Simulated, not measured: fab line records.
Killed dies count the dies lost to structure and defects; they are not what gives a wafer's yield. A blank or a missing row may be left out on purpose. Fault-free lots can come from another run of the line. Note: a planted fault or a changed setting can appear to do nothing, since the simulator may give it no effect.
fab line records	flow n5-finfet
record: lots: 7	wafers: 21
route steps=1938 shown BEOL_M10@1476 BEOL_M11@1536 BEOL_M13@1661
start-h: the number of hours between the record's first day and the start of the first shown wafer of the lot	wait-h: how many hours have passed since the lot's step before this one	" repeats the value in the row above	L1.1+2: several wafers, shown together as one row	- value missing, or start not given	* or withheld: withheld	< > ~ a bound
route shown NAME@n: NAME is a module with steps in the file, n the number in the route of the first one	usual: mean/standard deviation of fault-free wafers	same: alike in all rows	chamber/n: place in a boat	sites: the reading at each site	_std_site: standard deviation across them	_edge_site: the outer-site mean with the inner-site mean subtracted	radius-mm: for every site, how far away it sits from the centre of the wafer	mask NAME#n: copy n	behind: the last tool/chamber to shape the wafer	hold: cause of the lot's hold/its duration in hours/its outcome	device: the transistor (n, p or np) that didn't switch	end of line: the same wafers' tests at the end of the route	a step without rows: its recipe alone	killed: at the first sort, the dies lost to defects and structure; wafer yield is something else	map: per-die view of a wafer (x killed, . not killed, _ where there is no die)
set.NAME: the setting that was run; set.NAME@STEP: the one run at that earlier step	model.NAME: the simulator's own value behind a step, which no gauge read
lots where settings were altered on purpose, with a table for each step and a row for each wafer
== steps ==
step: N5_BEOL_M10_COAT_60
recipe: resist: SiARC	temp-c: 220	time-s: 60	spin-rpm: 1500	resist-thk-nm: 30
lot.wafer	tool	chamber	start-h	wait-h	set.spin-rpm	model.SiARC_of_BEOL_M10_COAT_60.thk-nm
L076.1+2	litho-track-03	0	-	-	1557	29.4
L076.5	"	0	"	"	1500	30
L080.3+6	litho-track-03	0	-	-	1500	30
L080.5	"	0	"	"	1500	29.8
L088.2	litho-track-02	0	-	-	1500	30
L088.5+6	"	0	"	"	1417	30.8
L089.2+5+6	litho-track-02	0	-	-	1500	30
L092.1+3+4	litho-track-01	0	-	-	1500	30
L095.1+4+6	litho-track-01	0	-	-	1500	30
L097.2+6	litho-track-03	0	-	-	1500	30
L097.3	"	0	"	"	1500	30.2
step: N5_BEOL_M10_COAT_05
recipe: resist: CAR-ArF	spin-rpm: 1500	resist-thk-nm: 90
lot.wafer	tool	chamber	start-h	wait-h	set.spin-rpm	model.CAR-ArF_of_BEOL_M10_COAT_05.thk-nm
L076.1	litho-track-03	0	-	-	1615	87.2
L076.2	"	0	"	"	1500	90.4
L076.5	"	0	"	"	1615	87
L080.3	litho-track-03	0	-	-	1391	93.4
L080.5	"	0	"	"	1500	90.2
L080.6	"	0	"	"	1391	93.8
L088.2+5+6	litho-track-02	0	-	-	1500	90
L089.2	litho-track-02	0	-	-	1500	89.8
L089.5+6	"	0	"	"	1500	90
L092.1	litho-track-01	0	-	-	1500	89.8
L092.3	"	0	"	"	1500	89.4
L092.4	"	0	"	"	1644	85.6
L095.1+4	litho-track-01	0	-	-	1500	89.8
L095.6	"	0	"	"	1619	86.4
L097.2	litho-track-03	0	-	-	1500	90
L097.3	"	0	"	"	1362	94.6
L097.6	"	0	"	"	1362	94.4
step: N5_BEOL_M10_EBR_07
recipe: solvent: PGMEA	ebr-width-mm: 1.5
step: N5_BEOL_M10_SOFTBAKE_06
recipe: temp-c: 110	time-s: 60	resist: CAR-ArF
step: N5_BEOL_M10_DESCUM_16
recipe: chemistry: O2	time-s: 7.9	source-power-w: 50	bias-power-w: 20	pressure-mtorr: 20	rf-frequency-hz: 2.712e+07	temp-c: 40	resist: CAR-ArF	o2-flow-sccm: 225
step: N5_BEOL_M10_ETCH_61
recipe: chemistry: CF4	target: SiARC	target-depth-a: 390	mask-material: CAR-ArF	time-s: 65	ion-energy-ev: 80	pressure-mtorr: 40	source-w: 545	bias-w: 36	Ar_flow_sccm: 100	cf4-flow-sccm: 100	ends: cleared
lot.wafer	tool	chamber	start-h	wait-h	set.spin-rpm@BEOL_M10_COAT_60	model.etch.depth-nm
L076.1	rie-diel-01	0	254.86	0.0	1557	29.44
L076.2	"	1	"	"	1557	29.47
L076.5	"	3	"	"	1500	30.01
L080.3	rie-diel-01	3	268.71	0.0	1500	29.92
L080.5	"	0	"	"	1500	29.9
L080.6	"	3	"	"	1500	29.95
L088.2	rie-diel-03	3	307.15	0.0	1500	29.94
L088.5	"	2	"	"	1417	30.81
L088.6	"	3	"	"	1417	30.85
L089.2	rie-diel-01	1	331.92	0.0	1500	30
L089.5	"	2	"	"	1500	29.93
L089.6	"	1	"	"	1500	30.05
L092.1	rie-diel-06	0	335.24	0.0	1500	29.92
L092.3	"	3	"	"	1500	30
L092.4	"	1	"	"	1500	30.03
L095.1+4	rie-diel-03	0,3	362.39	0.0	1500	29.97
L095.6	"	3	"	"	1500	29.92
L097.2	rie-diel-03	3	385.76	0.0	1500	30.03
L097.3	"	0	"	"	1500	30.12
L097.6	"	1	"	"	1500	30.01
step: N5_BEOL_M11_ILD_DEP_00
recipe: material: SiCOH_lowk	target-thk-a: 3085.1	temp-c: 300	precursor: DEMS/porogen	pressure-torr: 5	rf-w: 500	time-s: 58
lot.wafer	tool	chamber	start-h	wait-h	set.time-s	model.SiCOH_lowk_of_BEOL_M11_ILD_DEP_00.thk-nm
L076.1	pecvd-04	1	261.81	0.0	54.17	285.6
L076.2	"	0	"	"	58	308.2
L076.5	"	0	"	"	54.17	295.6
L080.3	pecvd-04	2	274.43	0.0	58	308.2
L080.5	"	0	"	"	58	312.4
L080.6	"	2	"	"	58	310.8
L088.2	pecvd-04	1	312.51	0.0	58	308.8
L088.5	"	0	"	"	66.5	359.2
L088.6	"	2	"	"	58	313
L089.2	pecvd-01	2	337.75	0.0	58	310.6
L089.5	"	0	"	"	58	316.6
L089.6	"	2	"	"	58	312.8
L092.1	pecvd-04	2	341.39	0.0	58	301.2
L092.3	"	0	"	"	61.41	325
L092.4	"	1	"	"	58	308
L095.1	pecvd-02	2	367.51	0.0	58	305
L095.4	"	1	"	"	58	310
L095.6	"	0	"	"	65.42	348.8
L097.2	pecvd-01	2	392.84	0.0	60.43	320.8
L097.3	"	2	"	"	60.43	323.2
L097.6	"	2	"	"	60.43	326.4
step: N5_BEOL_M11_CURE_71
recipe: temp-c: 385	time-s: 240	ambient: He/Ar	material: SiCOH_lowk
lot.wafer	tool	chamber	start-h	wait-h	set.time-s@BEOL_M11_ILD_DEP_00	model.SiCOH_lowk_of_BEOL_M11_ILD_DEP_00.thk-nm
L076.1	uv-cure-01	0	261.89	0.0	54.17	247.8
L076.2	"	0	"	"	58	267.8
L076.5	"	0	"	"	54.17	256.6
L080.3	uv-cure-01	2	274.83	0.4	58	267.8
L080.5	"	2	"	"	58	271.4
L080.6	"	2	"	"	58	270
L088.2	uv-cure-01	0	312.75	0.2	58	268.2
L088.5	"	0	"	"	66.5	312.8
L088.6	"	0	"	"	58	272
L089.2	uv-cure-01	2	337.91	0.1	58	269.8
L089.5	"	2	"	"	58	275.2
L089.6	"	2	"	"	58	271.8
L092.1	uv-cure-01	1	341.47	0.0	58	261.6
L092.3	"	1	"	"	61.41	282.6
L092.4	"	1	"	"	58	267.6
L095.1	uv-cure-02	1	367.58	0.0	58	264.8
L095.4	"	1	"	"	58	269.2
L095.6	"	1	"	"	65.42	303.6
L097.2	uv-cure-01	2	393.03	0.2	60.43	278.8
L097.3	"	2	"	"	60.43	281
L097.6	"	2	"	"	60.43	283.8
step: N5_BEOL_M11_THK_MEAS_01
recipe: reads: SiCOH_lowk_of_BEOL_M11_ILD_DEP_00
usual: M11_ILD_THK: 268/3.6
lot.wafer	tool	chamber	start-h	wait-h	set.time-s@BEOL_M11_ILD_DEP_00	M11_ILD_THK[nm]
L076.1	film-metro-01	-	262.41	0.4	54.17	248
L076.2	"	-	"	"	58	268
L076.5	"	-	"	"	54.17	257
L080.3	film-metro-02	-	275.50	0.5	58	268
L080.5	"	-	"	"	58	271
L080.6	"	-	"	"	58	270
L088.2	film-metro-01	-	313.59	0.7	58	268
L088.5	"	-	"	"	66.5	313
L088.6	"	-	"	"	58	272
L089.2	film-metro-01	-	338.34	0.4	58	270
L089.5	"	-	"	"	58	275
L089.6	"	-	"	"	58	272
L092.1	film-metro-02	-	341.98	0.4	58	261
L092.3	"	-	"	"	61.41	282
L092.4	"	-	"	"	58	267
L095.1	film-metro-01	-	368.10	0.4	58	265
L095.4	"	-	"	"	58	269
L095.6	"	-	"	"	65.42	304
L097.2	film-metro-01	-	393.46	0.4	60.43	279
L097.3	"	-	"	"	60.43	281
L097.6	"	-	"	"	60.43	284
step: N5_BEOL_M11_EXPOSE_25
recipe: mask-id: V10	na: 1.35	source-shape: annular	sigma-inner: 0.5	sigma-outer: 0.8	polarization: unpolarized	dose-mj: 85.5
lot.wafer	tool	chamber	start-h	wait-h	mask	set.dose-mj
L076.1+2	arfi-scanner-03	0	266.74	-	V10#0	85.5
L076.5	"	0	"	"	V10#0	81.54
L080.3+5	arfi-scanner-01	0	277.67	-	V10#0	85.5
L080.6	"	0	"	"	V10#0	88.55
L088.2+5	arfi-scanner-02	0	318.54	-	V10#0	79.44
L088.6	"	0	"	"	V10#0	85.5
L089.2+5+6	arfi-scanner-01	0	339.87	-	V10#0	85.5
L092.1+3+4	arfi-scanner-01	0	345.68	-	V10#0	85.5
L095.1+6	arfi-scanner-02	0	370.45	-	V10#0	85.5
L095.4	"	0	"	"	V10#0	89.75
L097.2+3+6	arfi-scanner-03	0	398.40	-	V10#0	85.5
step: N5_BEOL_M11_PEB_26
recipe: peb-temp-c: withheld	peb-time-s: 60	resist: CAR-ArF
step: N5_BEOL_M11_DEVELOP_27
recipe: develop-time-s: 30	developer: TMAH	resist: CAR-ArF	rinse-liquid: diw	dry: air-spin	dev-temp-c: 23
step: N5_BEOL_M11_CD_MEAS_28
recipe: target-cd-nm: 70	landing-energy-ev: 500	detector: se-inlens	polarity: opening
usual: cd-nm: 70.1/1
lot.wafer	tool	chamber	start-h	wait-h	set.dose-mj@BEOL_M11_EXPOSE_25	cd-nm
L076.1	cd-sem-02	0	266.87	-	85.5	70.1
L076.2	"	0	"	"	85.5	69.0
L076.5	"	0	"	"	81.54	65.2
L080.3	cd-sem-02	0	277.79	-	85.5	69.1
L080.5	"	0	"	"	85.5	70.7
L080.6	"	0	"	"	88.55	72.6
L088.2	cd-sem-03	0	318.67	-	79.44	63.8
L088.5	"	0	"	"	79.44	63.4
L088.6	"	0	"	"	85.5	70.6
L089.2	cd-sem-02	0	339.99	-	85.5	69.7
L089.5	"	0	"	"	85.5	69.8
L089.6	"	0	"	"	85.5	69.2
L092.1	cd-sem-03	0	345.81	-	85.5	70.2
L092.3	"	0	"	"	85.5	70.3
L092.4	"	0	"	"	85.5	69.1
L095.1	cd-sem-02	0	370.58	-	85.5	69.2
L095.4	"	0	"	"	89.75	74.7
L095.6	"	0	"	"	85.5	68.9
L097.2	cd-sem-02	0	398.52	-	85.5	71.5
L097.3	"	0	"	"	85.5	71.8
L097.6	"	0	"	"	85.5	71.0
step: N5_BEOL_M11_VIA_ETCH_34
recipe: chemistry: C4F6/O2	target: SiCOH_lowk	target-depth-a: 1845	mask-material: SOC	taper-deg: 4	time-s: 69.2	ion-energy-ev: 250	pressure-mtorr: 30	source-w: 345	bias-w: 185	Ar_flow_sccm: 300	C4F6_flow_sccm: 10	O2_flow_sccm: 10
usual: rf-vpp-V: 671/11
lot.wafer	tool	chamber	start-h	wait-h	set.source-w	rf-vpp-V
L076.1	rie-diel-02	2	267.17	0.0	345	679
L076.2	"	1	"	"	299.6	723
L076.5	"	0	"	"	299.6	725
L080.3	rie-diel-05	1	278.28	0.0	345	667
L080.5	"	1	"	"	391	626
L080.6	"	3	"	"	391	627
L088.2	rie-diel-04	3	318.97	0.0	345	657
L088.5	"	3	"	"	345	658
L088.6	"	0	"	"	345	671
L089.2	rie-diel-02	1	340.30	0.0	345	671
L089.5	"	0	"	"	345	672
L089.6	"	1	"	"	345	673
L092.1	rie-diel-02	2	346.11	0.0	309.2	716
L092.3	"	1	"	"	345	671
L092.4	"	0	"	"	345	673
L095.1	rie-diel-02	1	370.88	0.0	290	734
L095.4	"	0	"	"	345	674
L095.6	"	3	"	"	290	729
L097.2	rie-diel-05	3	398.82	0.0	345	667
L097.3	"	0	"	"	370.9	671
L097.6	"	2	"	"	345	655
step: N5_BEOL_M13_COAT_58
recipe: resist: BARC	temp-c: 205	time-s: 60	spin-rpm: 1500	resist-thk-nm: 89
lot.wafer	tool	chamber	start-h	wait-h	set.spin-rpm	model.BARC_of_BEOL_M13_COAT_58.thk-nm
L076.1	litho-track-05	0	279.22	0.0	1500	88.8
L076.2	"	0	"	"	1456	90.2
L076.5	"	0	"	"	1456	90.6
L080.3+5	litho-track-03	0	293.27	0.0	1500	89.2
L080.6	"	0	"	"	1500	89.4
L088.2	litho-track-02	0	326.69	0.0	1435	91.2
L088.5	"	0	"	"	1500	88.8
L088.6	"	0	"	"	1500	89.2
L089.2+5	litho-track-02	0	352.01	0.0	1500	89.2
L089.6	"	0	"	"	1500	89.4
L092.1	litho-track-02	0	356.79	0.0	1366	93.4
L092.3	"	0	"	"	1500	89
L092.4	"	0	"	"	1366	93.6
L095.1	litho-track-05	0	379.07	0.0	1396	92.2
L095.4+6	"	0	"	"	1500	88.8
L097.2	litho-track-03	0	406.55	0.0	1569	87
L097.3	"	0	"	"	1500	89
L097.6	"	0	"	"	1569	86.8
step: N5_BEOL_M13_COAT_04
recipe: spin-rpm: 1625	resist-thk-nm: 400
lot.wafer	tool	chamber	start-h	wait-h	set.spin-rpm	model.coat_of_BEOL_M13_COAT_04.thk-nm
L076.1	litho-track-05	0	-	-	1625	399.8
L076.2	"	0	"	"	1625	400.2
L076.5	"	0	"	"	1625	400.6
L080.3+5	litho-track-03	0	-	-	1625	401
L080.6	"	0	"	"	1763	384.2
L088.2	litho-track-02	0	-	-	1625	401.2
L088.5	"	0	"	"	1625	398.8
L088.6	"	0	"	"	1542	410.6
L089.2	litho-track-02	0	-	-	1625	402.4
L089.5	"	0	"	"	1625	399.2
L089.6	"	0	"	"	1625	400.8
L092.1	litho-track-02	0	-	-	1625	401.8
L092.3	"	0	"	"	1625	400.4
L092.4	"	0	"	"	1625	400.6
L095.1	litho-track-05	0	-	-	1625	401.4
L095.4	"	0	"	"	1625	399.8
L095.6	"	0	"	"	1625	399.6
L097.2	litho-track-03	0	-	-	1625	401.4
L097.3	"	0	"	"	1625	399.8
L097.6	"	0	"	"	1502	417.4
step: N5_BEOL_M13_EBR_06
recipe: solvent: PGMEA	ebr-width-mm: 1.5
step: N5_BEOL_M13_SOFTBAKE_05
recipe: temp-c: 130	time-s: 60
step: N5_BEOL_M13_DESCUM_15
recipe: chemistry: O2	time-s: 7.9	source-power-w: 50	bias-power-w: 20	pressure-mtorr: 20	rf-frequency-hz: 2.712e+07	temp-c: 40	o2-flow-sccm: 225
step: N5_BEOL_M13_ETCH_59
recipe: chemistry: N2/H2	target: BARC	target-depth-a: 890	overetch-a: 267	time-s: 67.9	ion-energy-ev: 200	pressure-mtorr: 30	source-w: 840	bias-w: 150	n2-flow-sccm: 200	h2-flow-sccm: 200
lot.wafer	tool	chamber	start-h	wait-h	set.spin-rpm@BEOL_M13_COAT_58	model.etch.depth-nm
L076.1	rie-diel-05	2	280.73	0.0	1500	88.9
L076.2	"	1	"	"	1456	90.24
L076.5	"	3	"	"	1456	90.54
L080.3	rie-diel-04	3	293.80	0.0	1500	89.23
L080.5	"	0	"	"	1500	89.26
L080.6	"	1	"	"	1500	89.38
L088.2	rie-diel-02	1	327.53	0.0	1435	91.13
L088.5	"	3	"	"	1500	88.84
L088.6	"	2	"	"	1500	89.14
L089.2	rie-diel-05	0	352.53	0.0	1500	89.24
L089.5	"	2	"	"	1500	89.23
L089.6	"	1	"	"	1500	89.42
L092.1	rie-diel-04	0	357.18	0.0	1366	93.33
L092.3	"	2	"	"	1500	88.92
L092.4	"	2	"	"	1366	93.65
L095.1	rie-diel-04	1	379.59	0.0	1396	92.23
L095.4	"	0	"	"	1500	88.89
L095.6	"	0	"	"	1500	88.85
L097.2	rie-diel-02	3	406.94	0.0	1569	87.07
L097.3	"	1	"	"	1500	89.04
L097.6	"	1	"	"	1569	86.88
step: N5_BEOL_M13_VIA_ETCH_16
recipe: chemistry: C4F8/O2/Ar	target: SiOC	pressure-mtorr: 30	source-w: 3000	bias-w: 700	Ar_flow_sccm: 400	C4F8_flow_sccm: 15	O2_flow_sccm: 8	he-inner-torr: 15	he-outer-torr: 30	target-depth-a: 9217	time-s: withheld	ion-energy-ev: 250	ends: cleared
lot.wafer	tool	chamber	start-h	wait-h	set.spin-rpm@BEOL_M13_COAT_04	model.coat_of_BEOL_M13_COAT_04.thk-nm
L076.1	rie-diel-05	2	280.78	0.0	1625	75.6
L076.2	"	1	"	"	1625	77.2
L076.5	"	3	"	"	1625	67.2
L080.3	rie-diel-04	3	293.85	0.0	1625	80.8
L080.5	"	0	"	"	1625	71.6
L080.6	"	1	"	"	1763	53.2
L088.2	rie-diel-02	1	327.58	0.0	1625	72.8
L088.5	"	3	"	"	1625	68.2
L088.6	"	2	"	"	1542	84.8
L089.2	rie-diel-05	0	352.58	0.0	1625	71.8
L089.5	"	2	"	"	1625	67.4
L089.6	"	1	"	"	1625	75
L092.1	rie-diel-04	0	357.23	0.0	1625	73.2
L092.3	"	2	"	"	1625	71.2
L092.4	"	2	"	"	1625	69.2
L095.1	rie-diel-04	1	379.64	0.0	1625	73.2
L095.4	"	0	"	"	1625	68.2
L095.6	"	0	"	"	1625	68.4
L097.2	rie-diel-02	3	407.00	0.0	1625	72
L097.3	"	1	"	"	1625	70.8
L097.6	"	1	"	"	1502	84.4
step: N5_BEOL_M13_STRIP_63
recipe: chemistry: N2/H2	power-w: 1000	temp-c: 250	h2-frac: 0.65	overash-fraction: 0.3	pressure-mtorr: 1000	n2-flow-sccm: 1750	h2-flow-sccm: 3250
usual: strip-time-to-endpoint-s: 27.5/1.1
lot.wafer	tool	chamber	start-h	wait-h	set.spin-rpm@BEOL_M13_COAT_04	strip-time-to-endpoint-s
L076.1	plasma-asher-01	1	281.02	-	1625	29.3
L076.2	"	0	"	"	1625	29.8
L076.5	"	0	"	"	1625	26.9
L080.3	plasma-asher-02	1	294.58	-	1625	30.8
L080.5	"	0	"	"	1625	28.2
L080.6	"	1	"	"	1763	22.6
L088.2	plasma-asher-02	1	327.82	-	1625	28.5
L088.5	"	1	"	"	1625	27.2
L088.6	"	0	"	"	1542	31.9
L089.2	plasma-asher-01	1	352.81	-	1625	28.2
L089.5	"	0	"	"	1625	26.9
L089.6	"	1	"	"	1625	29.1
L092.1	plasma-asher-02	1	357.47	-	1625	28.6
L092.3	"	0	"	"	1625	28.0
L092.4	"	1	"	"	1625	27.4
L095.1	plasma-asher-01	0	379.88	-	1625	28.6
L095.4	"	0	"	"	1625	27.2
L095.6	"	0	"	"	1625	27.2
L097.2	plasma-asher-02	0	407.23	-	1625	28.2
L097.3	"	1	"	"	1625	27.9
L097.6	"	0	"	"	1502	31.8
step: N5_BEOL_M13_STRIP_64
recipe: chemistry: N2/H2	power-w: 1000	temp-c: 250	h2-frac: 0.65	overash-fraction: 0.3	pressure-mtorr: withheld	n2-flow-sccm: 1750	h2-flow-sccm: 3250
usual: strip-time-to-endpoint-s: 31.32/0.077
lot.wafer	tool	chamber	start-h	wait-h	set.spin-rpm@BEOL_M13_COAT_58	strip-time-to-endpoint-s
L076.1	plasma-asher-01	1	281.08	0.0	1500	31.27
L076.2	"	0	"	"	1456	31.65
L076.5	"	0	"	"	1456	31.75
L080.3	plasma-asher-02	1	294.64	0.0	1500	31.38
L080.5	"	0	"	"	1500	31.38
L080.6	"	1	"	"	1500	31.42
L088.2	plasma-asher-02	1	327.88	0.0	1435	31.90
L088.5	"	1	"	"	1500	31.27
L088.6	"	0	"	"	1500	31.34
L089.2	plasma-asher-01	1	352.87	0.0	1500	31.37
L089.5	"	0	"	"	1500	31.36
L089.6	"	1	"	"	1500	31.43
L092.1	plasma-asher-02	1	357.53	0.0	1366	32.55
L092.3	"	0	"	"	1500	31.30
L092.4	"	1	"	"	1366	32.64
L095.1	plasma-asher-01	0	379.94	0.0	1396	32.24
L095.4	"	0	"	"	1500	31.27
L095.6	"	0	"	"	1500	31.28
L097.2	plasma-asher-02	0	407.29	0.0	1569	30.77
L097.3	"	1	"	"	1500	31.33
L097.6	"	0	"	"	1569	30.70
== key ==
split: step: N5_BEOL_M10_COAT_60	setting: spin-rpm	stated: 1500	by: wafer
response: step: N5_BEOL_M10_COAT_60	reading: model.SiARC_of_BEOL_M10_COAT_60.thk-nm	change: -0.149	per: 1%	r: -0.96
response: step: N5_BEOL_M10_ETCH_61	reading: model.etch.depth-nm	change: -0.156	per: 1%	r: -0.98
split: step: N5_BEOL_M10_COAT_05	setting: spin-rpm	stated: 1500	by: wafer
response: step: N5_BEOL_M10_COAT_05	reading: model.CAR-ArF_of_BEOL_M10_COAT_05.thk-nm	change: -0.446	per: 1%	r: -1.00
split: step: N5_BEOL_M11_ILD_DEP_00	setting: time-s	stated: 58	by: wafer
response: step: N5_BEOL_M11_ILD_DEP_00	reading: model.SiCOH_lowk_of_BEOL_M11_ILD_DEP_00.thk-nm	change: +3.22	per: 1%	r: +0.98
response: step: N5_BEOL_M11_CURE_71	reading: model.SiCOH_lowk_of_BEOL_M11_ILD_DEP_00.thk-nm	change: +2.85	per: 1%	r: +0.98
response: step: N5_BEOL_M11_THK_MEAS_01	reading: M11_ILD_THK	change: +2.86	per: 1%	r: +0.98
split: step: N5_BEOL_M11_EXPOSE_25	setting: dose-mj	stated: 85.5	by: wafer
response: step: N5_BEOL_M11_CD_MEAS_28	reading: cd-nm	change: +0.983	per: 1%	r: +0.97
split: step: N5_BEOL_M11_VIA_ETCH_34	setting: source-w	stated: 345	by: wafer
response: step: N5_BEOL_M11_VIA_ETCH_34	reading: rf-vpp-V	change: -3.16	per: 1%	r: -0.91
split: step: N5_BEOL_M13_COAT_58	setting: spin-rpm	stated: 1500	by: wafer
response: step: N5_BEOL_M13_COAT_58	reading: model.BARC_of_BEOL_M13_COAT_58.thk-nm	change: -0.497	per: 1%	r: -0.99
response: step: N5_BEOL_M13_ETCH_59	reading: model.etch.depth-nm	change: -0.494	per: 1%	r: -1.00
response: step: N5_BEOL_M13_STRIP_64	reading: strip-time-to-endpoint-s	change: *	per: 1%	r: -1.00
split: step: N5_BEOL_M13_COAT_04	setting: spin-rpm	stated: 1625	by: wafer
response: step: N5_BEOL_M13_COAT_04	reading: model.coat_of_BEOL_M13_COAT_04.thk-nm	change: -2.08	per: 1%	r: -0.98
response: step: N5_BEOL_M13_VIA_ETCH_16	reading: model.coat_of_BEOL_M13_COAT_04.thk-nm	change: -2.36	per: 1%	r: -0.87
response: step: N5_BEOL_M13_STRIP_63	reading: strip-time-to-endpoint-s	change: *	per: 1%	r: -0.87
